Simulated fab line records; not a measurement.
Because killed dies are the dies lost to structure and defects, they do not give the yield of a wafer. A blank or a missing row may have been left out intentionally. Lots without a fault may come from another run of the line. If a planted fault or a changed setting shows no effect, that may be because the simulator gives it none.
What tool caused it? | flow nandHarc | 36 wafers from 12 lots sampled at 6 of the route's 1302 steps

WHAT THE GAUGES READ, wafer by wafer
NHARC_A_ONON_D2_THK_MEAS_30: measures by ellipsometry. Usual: thkNm reads 1001 nm (standard deviation 13).
lot  | measured     | on           | thkNm (nm)     | flag
L972 | day 13 05:16 | filmMetro-01 | 1016 1015 1017 | 
L974 | day 14 01:58 | filmMetro-02 | 1002 1002 1000 | 
L975 | day 14 16:02 | filmMetro-01 | 1006 1007 1006 | 
L977 | day 15 10:31 | filmMetro-02 | 986 560 560    | OFF
L979 | day 15 20:40 | filmMetro-01 | 564 562 985    | OFF
L986 | day 18 23:37 | filmMetro-02 | 995 994 995    | 
L987 | day 18 23:36 | filmMetro-01 | 994 994 994    | 
L988 | day 20 02:55 | filmMetro-02 | 989 991 987    | 
L991 | day 20 17:21 | filmMetro-02 | 1028 1029 1028 | 
L990 | day 20 17:22 | filmMetro-02 | 991 991 992    | 
L993 | day 21 20:16 | filmMetro-02 | 1015 1016 1015 | 
L992 | day 22 00:41 | filmMetro-02 | 1005 1006 1006 | 

NHARC_A_CHANNEL_HOLE_D2_OVL_MEAS_11. Usual: overlayXNm 0.2 nm, standard deviation 0.75; overlayYNm -0.2 nm, standard deviation 0.8.
lot  | measured     | on         | overlayXNm (nm) | overlayYNm (nm) | flag
L972 | day 13 08:35 | overlay-01 | 0.8 0.6 0.8     | -1.3 -0.8 -0.9  | 
L974 | day 14 09:15 | overlay-01 | 0.9 0.7 0.9     | -0.7 -1.0 -1.1  | 
L975 | day 14 19:25 | overlay-01 | -0.1 -0.5 -0.2  | 0.4 0.7 0.1     | 
L977 | day 15 13:44 | overlay-02 | 1.4             | -0.3            | 
L979 | day 16 02:14 | overlay-02 | 0.1             | -0.3            | 
L986 | day 19 04:11 | overlay-02 | 0.5 0.3 0.5     | -0.1 -0.1 -0.2  | 
L987 | day 19 06:11 | overlay-02 | 0.5 0.1 0.6     | 0.8 0.7 0.4     | 
L988 | day 20 06:23 | overlay-02 | -1.0 -1.4 -0.5  | -1.3 -1.8 -1.1  | 
L991 | day 20 20:35 | overlay-01 | 1.8 1.5 2.4     | 0.4 0.7 0.5     | 
L990 | day 20 21:23 | overlay-01 | -0.1 -0.2 -0.5  | 1.0 0.0 0.5     | 
L993 | day 21 23:35 | overlay-02 | 0.0 0.2 0.1     | -1.5 -1.9 -2.1  | 
L992 | day 22 04:24 | overlay-01 | 0.6 0.6 0.5     | -0.1 -0.5 -0.6  | 

NHARC_END_SORT_01. Usual: killedAtArray 58, standard deviation 22; killedAtOther 1.0, standard deviation 1.3; killedAtPeriphery 5, standard deviation 3.4; killedDies 64, standard deviation 22; killedOpen 3.6, standard deviation 1.8; killedShort 2.4, standard deviation 1.7.
lot  | measured     | on        | killedAtArray | killedAtOther | killedAtPeriphery | killedDies | killedOpen | killedShort | flag
L977 | day 27 06:52 | prober-01 | 34 667 674    | 4 2 0         | 4 8 3             | 42 677 677 | 8 6 4      | 1 2 3       | OFF
L979 | day 27 11:55 | prober-02 | 673 674 80    | 0 1 1         | 4 2 2             | 677 677 83 | 4 2 4      | 2 1 6       | OFF

WHAT TOOL EACH LOT RAN ON (gives the tool, then ch and the chambers of the sampled wafers, and finally the start)
lot  | NHARC_A_DECK1_JOINT_ETCHBACK_00 | NHARC_A_DECK1_JOINT_CMP_02    | NHARC_A_ONON_D2_DEP_28
L972 | rieSi-02 ch 0,2, day 11 17:40   | cmp-04 ch 1,3, day 12 15:43   | pecvdOnon-04 ch 0, day 13 04:52
L974 | rieSi-03 ch 0,2, day 12 08:31   | cmp-01 ch 1,3, day 13 10:59   | pecvdOnon-03 ch 0, day 14 01:28
L975 | rieSi-04 ch 1,2,3, day 12 21:19 | cmp-03 ch 1,2,3, day 14 01:32 | pecvdOnon-03 ch 0, day 14 15:35
L977 | rieSi-03 ch 1,2,3, day 13 17:16 | cmp-03 ch 1,2,3, day 14 18:40 | pecvdOnon-03 ch 0, day 15 09:59
L979 | rieSi-03 ch 0,3, day 14 07:47   | cmp-01 ch 2,3, day 15 07:10   | pecvdOnon-03 ch 0, day 15 20:13
L986 | rieSi-02 ch 1,2,3, day 17 07:24 | cmp-04 ch 0,2, day 18 09:45   | pecvdOnon-04 ch 0, day 18 23:10
L987 | rieSi-03 ch 2,3, day 17 07:24   | cmp-03 ch 2,3, day 18 09:45   | pecvdOnon-03 ch 0, day 18 23:16
L988 | rieSi-03 ch 1,3, day 18 08:32   | cmp-04 ch 0,1, day 19 13:26   | pecvdOnon-02 ch 0, day 20 02:23
L991 | rieSi-02 ch 0,1,2, day 19 03:05 | cmp-01 ch 0,2,3, day 20 02:55 | pecvdOnon-02 ch 0, day 20 16:50
L990 | rieSi-04 ch 0,3, day 19 03:07   | cmp-04 ch 0,1,3, day 20 02:52 | pecvdOnon-04 ch 0, day 20 16:55
L993 | rieSi-03 ch 0,1,2, day 20 05:06 | cmp-04 ch 0,1,3, day 21 03:40 | pecvdOnon-02 ch 0, day 21 19:44
L992 | rieSi-02 ch 0,3, day 20 09:35   | cmp-04 ch 1,2,3, day 21 10:30 | pecvdOnon-02 ch 0, day 22 00:14
- NHARC_A_DECK1_JOINT_ETCHBACK_00: etches the open film in HBr, target depth 30 nm, time 17.4 s.
- NHARC_A_DECK1_JOINT_CMP_02: polishes SiOx.
- NHARC_A_ONON_D2_DEP_28: target thk 1000 nm.

AS READ BY THE TOOLS THEMSELVES (means over the sampled wafers that have a number; for cases with no such wafer, the mark the record gives instead)
NHARC_A_DECK1_JOINT_ETCHBACK_00. Usual: biasW 59.99 W, standard deviation 0.16; chamberPressureMTorr 15.000 mTorr, standard deviation 0.018; drypumpMotorCurrentA 5.6 A, standard deviation 0.32; oesProductAu 1.000 a.u., standard deviation 0.014; throttleValvePct 23.267 %, standard deviation 0.0088.
lot  | tool     | biasW (W) | chamberPressureMTorr (mTorr) | drypumpMotorCurrentA (A) | oesProductAu (a.u.) | throttleValvePct (%) | flag
L972 | rieSi-02 | 60.03     | 15.000                       | 5.7                      | 1.003               | 23.265               | 
L974 | rieSi-03 | 60.14     | 15.012                       | 5.6                      | 1.015               | 23.270               | 
L975 | rieSi-04 | 59.87     | 14.999                       | 5.4                      | 0.999               | 23.268               | 
L977 | rieSi-03 | 59.84     | 15.009                       | 5.9                      | 1.002               | 23.270               | 
L979 | rieSi-03 | 60.10     | 14.993                       | 5.7                      | 0.994               | 23.274               | 
L986 | rieSi-02 | 60.04     | 15.020                       | 5.8                      | 1.014               | 23.262               | 
L987 | rieSi-03 | 59.93     | 14.995                       | 6.0                      | 1.002               | 23.261               | 
L988 | rieSi-03 | 59.90     | 15.001                       | 6.1                      | 0.989               | 23.268               | 
L991 | rieSi-02 | 60.10     | 15.000                       | 5.7                      | 0.994               | 23.264               | 
L990 | rieSi-04 | 59.95     | 15.003                       | 5.4                      | 0.995               | 23.271               | 
L993 | rieSi-03 | 59.92     | 15.008                       | 5.6                      | 0.992               | 23.266               | 
L992 | rieSi-02 | 60.11     | 14.994                       | 5.5                      | 1.007               | 23.271               | 

NHARC_A_DECK1_JOINT_CMP_02. Usual: edgeZonePressureFrac 1.000, standard deviation 0.0045; motorCurrentA 12.6 A, standard deviation 1.4.
lot  | tool   | edgeZonePressureFrac | motorCurrentA (A) | flag
L972 | cmp-04 | 0.997                | 11.9              | 
L974 | cmp-01 | 1.003                | 14.5              | 
L975 | cmp-03 | 0.998                | 12.2              | 
L977 | cmp-03 | 1.000                | 12.1              | 
L979 | cmp-01 | 1.003                | 13.7              | 
L986 | cmp-04 | 1.002                | 13.0              | 
L987 | cmp-03 | 0.998                | 12.7              | 
L988 | cmp-04 | 1.003                | 11.6              | 
L991 | cmp-01 | 0.996                | 14.0              | 
L990 | cmp-04 | 1.001                | 11.8              | 
L993 | cmp-04 | 1.000                | 11.9              | 
L992 | cmp-04 | 0.996                | 12.4              | 

THE ANSWER, worked out from the rows above alone
Rule: lot off if the mean of its wafers having a number is beyond 3 standard deviations from the usual mean. Also off: a lot with no number at a reading for which 4 or more lots have one. Where the step has rows for the other lots, those lots are counted as sound. First the gauges in route order, then the tools' own readings, where a lot's mean is used as printed above. The first step at which some lot is off is used, and at that step the reading that is off furthest; a lot without a number counts as furthest.
Off: L977, L979 (NHARC_A_ONON_D2_THK_MEAS_30, thkNm).
If a tool, at a process step before that reading, ran all the lots that are off and no sound lot after the first of them, it fits. Not tried: the gauges at NHARC_A_ONON_D2_THK_MEAS_30; whatever is off there is also off at NHARC_END_SORT_01, on other tools, and gauge error can't account for it. Of those tried, none fits.

WHAT WAS PUT IN BY THE SIMULATOR
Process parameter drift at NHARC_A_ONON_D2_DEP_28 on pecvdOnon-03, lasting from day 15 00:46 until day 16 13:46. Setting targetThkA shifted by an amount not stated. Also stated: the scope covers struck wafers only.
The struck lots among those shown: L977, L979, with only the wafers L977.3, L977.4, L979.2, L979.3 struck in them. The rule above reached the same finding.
